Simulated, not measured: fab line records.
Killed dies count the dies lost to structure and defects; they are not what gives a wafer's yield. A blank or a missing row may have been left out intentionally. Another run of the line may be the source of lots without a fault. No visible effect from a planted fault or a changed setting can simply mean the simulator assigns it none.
Problem report in the 8D (eight disciplines) form, filled by code / flow nand_harc / the parts of the form that need people (team, actions taken, sign-off) are left out

1. WHAT IS WRONG
A mean of 95.3 % is read at NHARC_END_SORT_01 for sort_bin_2_pct, taken on 1 wafer of 1 lot, against 1.4 % (standard deviation 0.64) on wafers free of any fault. That is +99 or more standard deviations from the usual mean.
Seen first at day 20 04:05 on prober-02, wafer L844.1. The record holds 3 wafers of 1 lot with a number at this step. The rule behind "out" and "out of limits": a value lying over 4 standard deviations away from the usual mean. Any other wafer with a number is counted as sound.

2. WHAT IT IS AND WHAT IT IS NOT
question=which readings at this step | is=sort_bin_2_pct, defect_limited_yield, killed_at_array, killed_dies, sort_n_pass, sort_rim_yield_pct, sort_yield_pct | is not=killed_at_other, killed_open, killed_short, sort_bin_3_pct, sort_bin_4_pct
question=which lots | is=L844 | is not=-
question=which wafers of those lots | is=L844.1 | is not=L844.4, L844.6
question=read on which gauges | is=prober-02 | is not=-
question=when | is=from day 20 04:05 | is not=up to then (0 sound wafers); but 2 sound wafers of L844 came after

3. WHAT RULES OUT EACH SUSPECT
Counting: if a tool at a process step up to the reading ran every lot that is out, it stays a suspect. Sound lots after the first of them don't rule it out here, since some wafers of a struck lot are sound.
- the gauge at NHARC_END_SORT_01: kept. All the wafers that are out were read on prober-02, and no step on other tools shows them out.
- pvd_sputter-03 at NHARC_A_M0_PVD_21 (deposits Cu, target thk 30 nm, time 20.49 s): kept. It ran the lot that is out, L844 (day 18 02:56).
- pecvd-02 at NHARC_THIN_TSV_DEP_43 (deposits SiO2, target thk 1328.5 nm): kept. It ran the lot that is out, L844 (day 19 02:46).
After the count, these remain: pvd_sputter-03 at NHARC_A_M0_PVD_21, pecvd-02 at NHARC_THIN_TSV_DEP_43 and prober-02 at NHARC_END_SORT_01.

4. THE CAUSE (what the simulator had put in)
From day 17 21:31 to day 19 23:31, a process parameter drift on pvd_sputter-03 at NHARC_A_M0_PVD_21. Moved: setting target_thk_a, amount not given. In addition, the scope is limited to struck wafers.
This tool is one of the 3 suspects left after counting.

5. SEQUENCE OF EFFECTS, ordered by route
Rows list readings where the struck wafers' mean (over those with a number) sits beyond 3 standard deviations from the usual. Only readings for which the record gives a usual standard deviation are gone through. hours: the time from each lot's start at the first step in this table that gives one to its start at this step, as a median over the lots. sigmas: the change in usual standard deviations.
hours=0; step=NHARC_END_SORT_01; reading=defect_limited_yield; usual=95.3 %; on struck wafers=0.0; change=-95.3; sigmas=-60
hours=0; step=NHARC_END_SORT_01; reading=killed_at_array; usual=27; on struck wafers=665; change=+638; sigmas=+58
hours=0; step=NHARC_END_SORT_01; reading=killed_at_periphery; usual=3.6; on struck wafers=12.0; change=+8.4; sigmas=+3.5
hours=0; step=NHARC_END_SORT_01; reading=killed_dies; usual=32; on struck wafers=677; change=+645; sigmas=+59
hours=0; step=NHARC_END_SORT_01; reading=sort_bin_2_pct; usual=1.4 %; on struck wafers=95.3; change=+93.9; sigmas=+99 or more
hours=0; step=NHARC_END_SORT_01; reading=sort_n_pass; usual=645; on struck wafers=0; change=-645; sigmas=-59
hours=0; step=NHARC_END_SORT_01; reading=sort_rim_yield_pct; usual=95 %; on struck wafers=0; change=-95; sigmas=-27
hours=0; step=NHARC_END_SORT_01; reading=sort_yield_pct; usual=95.3 %; on struck wafers=0.0; change=-95.3; sigmas=-60

6. WHAT WOULD HAVE CAUGHT IT SOONER
In this record the first reading out of limits at a measuring or inspecting step was taken at day 20 04:05, 55 hours after the fault began at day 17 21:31.
Of the tool readings at NHARC_A_M0_PVD_21 for which the record gives a usual standard deviation, none was out on any struck wafer, so an alarm limit of 4 standard deviations on them would not have fired.
The start of NHARC_A_M0_PVD_21 on pvd_sputter-03 came by day 20 04:05 for every one of the lots that are out (1). Holding the tool at that point would not have protected any of them.
